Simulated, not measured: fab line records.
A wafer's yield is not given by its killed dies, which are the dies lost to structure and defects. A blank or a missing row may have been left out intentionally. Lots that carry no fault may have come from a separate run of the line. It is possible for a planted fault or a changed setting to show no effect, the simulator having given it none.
Chamber matching    flow n5 finfet    rie diel-01 running N5_MOL_CONTACT_COAG_ETCH_105: 4 sister chambers
The step etches SiARC in CF4, target depth 15.6 nm, time 26 s. 16 wafers are shown with their chamber, then 8 later ones without.

## WAFERS, EACH WITH ITS CHAMBER
wafer   chamber  drypump motor current A (A)  showerhead plenum p Torr (Torr)  throttle valve pct (%)
L074.2  3        5.5                          2.13                             15.71
L074.3  2        5.3                          2.12                             15.82
L074.6  1        6.4                          2.17                             15.16
L075.2  2        5.3                          2.12                             15.84
L075.5  1        6.4                          2.17                             15.17
L075.6  0        6.7                          2.20                             15.86
L077.2  2        5.3                          2.12                             15.84
L077.5  0        6.7                          2.20                             15.86
L077.6  1        6.4                          2.17                             15.19
L084.3  1        6.4                          2.17                             15.21
L084.4  2        5.3                          2.12                             15.87
L084.5  1        6.4                          2.17                             15.20
L091.1  3        5.4                          2.11                             15.79
L091.3  0        6.6                          2.19                             15.39
L091.4  1        6.4                          2.16                             15.25
L092.2  0        6.7                          2.19                             15.38

SIGNATURES (means of the wafers above)
reading                   chamber 0  chamber 1  chamber 2  chamber 3  scatter within a chamber
drypump motor current A   6.675      6.400      5.300      5.450      0.0323
showerhead plenum p Torr  2.1950     2.1683     2.1200     2.1200     0.00565
throttle valve pct        15.6225    15.1967    15.8425    15.7500    0.14
Rule: for a wafer and a chamber, the distance is found by dividing, reading by reading, the gap between the wafer's reading and the chamber's mean by the reading's scatter, squaring, summing and taking the root. If the next closest chamber is less than 2 further off than the closest, the wafer can't be placed; otherwise it belongs to the closest. The scatter is the square root of a quotient: the sum, over the shown wafers, of each reading's squared deviation from its chamber's mean, divided by wafers minus chambers.

## WAFERS MISSING THEIR CHAMBER
wafer   drypump motor current A (A)  showerhead plenum p Torr (Torr)  throttle valve pct (%)
L092.4  6.4                          2.16                             15.24
L092.6  5.5                          2.11                             15.79
L095.1  6.4                          2.16                             15.24
L095.3  5.5                          2.11                             15.80
L095.4  5.5                          2.11                             15.80
L096.2  5.5                          2.11                             15.79
L096.3  6.4                          2.16                             15.27
L096.4  6.3                          2.16                             15.25

## WHICH CHAMBER EACH ONE RAN IN
wafer   from the rows above  in truth
L092.4  1                    1
L092.6  3                    3
L095.1  1                    1
L095.3  3                    3
L095.4  3                    3
L096.2  3                    3
L096.3  1                    1
L096.4  1                    1
Correctly placed: 8 of 8. Not placeable from these rows: 0. Wrongly placed: 0.
